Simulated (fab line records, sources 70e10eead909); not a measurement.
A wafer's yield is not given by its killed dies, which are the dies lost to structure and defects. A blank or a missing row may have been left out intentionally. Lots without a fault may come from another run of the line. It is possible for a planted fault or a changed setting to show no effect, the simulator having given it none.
Shared-tool check    flow nand harc    Sample size 12 lots and 36 wafers

## WHY IT WAS OPENED
Flagged at NHARC_P_M1_CD_MEAS_09: reading cd nm, on 2 of 12 lots. Fault-free wafers read 129.7 nm, with a standard deviation of 0.64.
Rule: flag the lot when none of its wafers has a number, or when each of its wafers that has one lies beyond 4 standard deviations from that mean. As for the other lots, they are considered sound.

lot   measured      on         cd nm (nm), wafer by wafer  flag
L110  day 6 16:59   cd sem-03  130.1 129.7 130.1           
L111  day 6 22:50   cd sem-03  130.4 131.2 130.5           
L113  day 7 23:47   cd sem-01  129.0 129.8 129.2           
L115  day 8 20:45   cd sem-02  128.6 129.9 130.3           
L116  day 8 22:04   cd sem-01  128.7 129.4 128.7           
L118  day 9 22:23   cd sem-01  130.3 129.5 130.1           
L122  day 12 07:49  cd sem-02  119.9 120.9 120.5           FLAGGED
L124  day 12 08:41  cd sem-02  121.7 120.9 120.8           FLAGGED
L128  day 13 22:55  cd sem-03  129.2 128.7 129.1           
L130  day 14 23:41  cd sem-01  129.8 129.7 129.8           
L131  day 15 04:54  cd sem-03  129.3 129.5 129.4           
L132  day 15 20:57  cd sem-02  129.6 129.6 130.0           
On average the flagged lots' numbers are 120.8 nm, which is -8.9 nm against the usual, or -14 standard deviations.

## WHICH TOOL RAN EACH LOT
4 process steps preceding the reading are held in the record, out of 1302 steps in the route. Every cell lists first the tool, next ch and the chambers used by the sampled wafers, and last the start.
lot   flag     NHARC_P_M0_ETCH_34                  NHARC_P_M0_PRE_CLEAN_29                  NHARC_P_M0_CMP_23              NHARC_P_M1_PEB_07
L110           rie diel-13 ch 0,1,3, day 6 13:03   pvd sputter-03, day 6 15:01 or earlier   cmp-04 ch 0,2,3, day 6 15:01   litho track-01 ch 0, day 6 16:54
L111           rie diel-13 ch 0,2,3, day 6 19:11   pvd sputter-01, day 6 21:05 or earlier   cmp-02 ch 0,2, day 6 21:05     litho track-06 ch 0, day 6 22:45
L113           rie diel-11 ch 0,1,2, day 7 19:56   pvd sputter-01, day 7 21:57 or earlier   cmp-02 ch 0,1,2, day 7 21:57   litho track-06 ch 0, day 7 23:43
L115           rie diel-11 ch 2,3, day 8 17:04     pvd sputter-03, day 8 19:04 or earlier   cmp-01 ch 0,1,2, day 8 19:04   litho track-06 ch 0, day 8 20:40
L116           rie diel-11 ch 0,1,2, day 8 17:51   pvd sputter-01, day 8 20:16 or earlier   cmp-02 ch 0,2,3, day 8 20:16   litho track-01 ch 0, day 8 21:59
L118           rie diel-04 ch 0,2, day 9 18:35     pvd sputter-01, day 9 20:33 or earlier   cmp-02 ch 0,1,2, day 9 20:33   litho track-04 ch 0, day 9 22:18
L122  FLAGGED  rie diel-11 ch 0,2,3, day 12 04:05  pvd sputter-01, day 12 05:58 or earlier  cmp-02 ch 0,1, day 12 05:58    litho track-01 ch 0, day 12 07:44
L124  FLAGGED  rie diel-11 ch 0,1,3, day 12 04:55  pvd sputter-03, day 12 06:49 or earlier  cmp-04 ch 0,2,3, day 12 06:49  litho track-01 ch 0, day 12 08:36
L128           rie diel-11 ch 0,3, day 13 19:14    pvd sputter-02, day 13 21:08 or earlier  cmp-02 ch 0,1,3, day 13 21:08  litho track-04 ch 0, day 13 22:50
L130           rie diel-04 ch 0,1,2, day 14 19:52  pvd sputter-03, day 14 21:52 or earlier  cmp-01 ch 1,2,3, day 14 21:52  litho track-06 ch 0, day 14 23:37
L131           rie diel-04 ch 0,2,3, day 15 00:55  pvd sputter-02, day 15 03:02 or earlier  cmp-04 ch 1,2,3, day 15 03:02  litho track-01 ch 0, day 15 04:49
L132           rie diel-13 ch 0,1,3, day 15 17:08  pvd sputter-01, day 15 19:07 or earlier  cmp-01 ch 1,2,3, day 15 19:07  litho track-01 ch 0, day 15 20:52
What is done by these steps:
- NHARC_P_M0_ETCH_34: etches the open film in N2/H2, target depth 40 nm, overetch 12 nm, time 43.94 s.
- NHARC_P_M0_PRE_CLEAN_29: time 30 s.
- NHARC_P_M0_CMP_23: polishes, t overpolish 20 s, target thk 117.54 nm.
- NHARC_P_M1_PEB_07: peb time 65 s.
- NHARC_P_M1_CD_MEAS_09: target cd 130 nm.

## FLAGGED OVER TOTAL, TOOL BY TOOL (the gauges that took the reading come last)
step                     tool            lots run  flagged  share of the flagged lots  sound lots run after its first flagged lot
NHARC_P_M0_ETCH_34       rie diel-04     3         0        none                       -
NHARC_P_M0_ETCH_34       rie diel-11     6         2        all                        1 (L128)
NHARC_P_M0_ETCH_34       rie diel-13     3         0        none                       -
NHARC_P_M0_PRE_CLEAN_29  pvd sputter-01  6         1        some                       1 (L132)
NHARC_P_M0_PRE_CLEAN_29  pvd sputter-02  2         0        none                       -
NHARC_P_M0_PRE_CLEAN_29  pvd sputter-03  4         1        some                       1 (L130)
NHARC_P_M0_CMP_23        cmp-01          3         0        none                       -
NHARC_P_M0_CMP_23        cmp-02          6         1        some                       1 (L128)
NHARC_P_M0_CMP_23        cmp-04          3         1        some                       1 (L131)
NHARC_P_M1_PEB_07        litho track-01  6         2        all                        2 (L131,L132)
NHARC_P_M1_PEB_07        litho track-04  2         0        none                       -
NHARC_P_M1_PEB_07        litho track-06  4         0        none                       -
NHARC_P_M1_CD_MEAS_09    cd sem-01       4         0        none                       -
NHARC_P_M1_CD_MEAS_09    cd sem-02       4         2        all                        1 (L132)
NHARC_P_M1_CD_MEAS_09    cd sem-03       4         0        none                       -
NHARC_P_M0_PRE_CLEAN_29: start missing for some lots; hours and lot order therefore follow NHARC_P_M0_CMP_23.

## WHAT THE TABLE ALLOWS
rie diel-11 at NHARC_P_M0_ETCH_34, litho track-01 at NHARC_P_M1_PEB_07 and cd sem-02 at NHARC_P_M1_CD_MEAS_09: these 3 rows of the table ran every flagged lot.
- rie diel-11 at NHARC_P_M0_ETCH_34 ran 6 lots, 2 of them flagged. Sound lots ran on it after the first flagged one (L128), which a lasting fault on the whole tool wouldn't allow.
- litho track-01 at NHARC_P_M1_PEB_07 ran 6 lots, 2 of them flagged. Sound lots ran on it after the first flagged one (L131, L132), which a lasting fault on the whole tool wouldn't allow. Its own readings lie more than 4 standard deviations out on every wafer of the flagged lots: heater power total W.
- cd sem-02 at NHARC_P_M1_CD_MEAS_09 ran 4 lots, 2 of them flagged. Sound lots ran on it after the first flagged one (L132), which a lasting fault on the whole tool wouldn't allow.
Not one row of the table ran every flagged lot while running no sound lot after the first.

## WHAT HAD BEEN PUT IN BY THE SIMULATOR
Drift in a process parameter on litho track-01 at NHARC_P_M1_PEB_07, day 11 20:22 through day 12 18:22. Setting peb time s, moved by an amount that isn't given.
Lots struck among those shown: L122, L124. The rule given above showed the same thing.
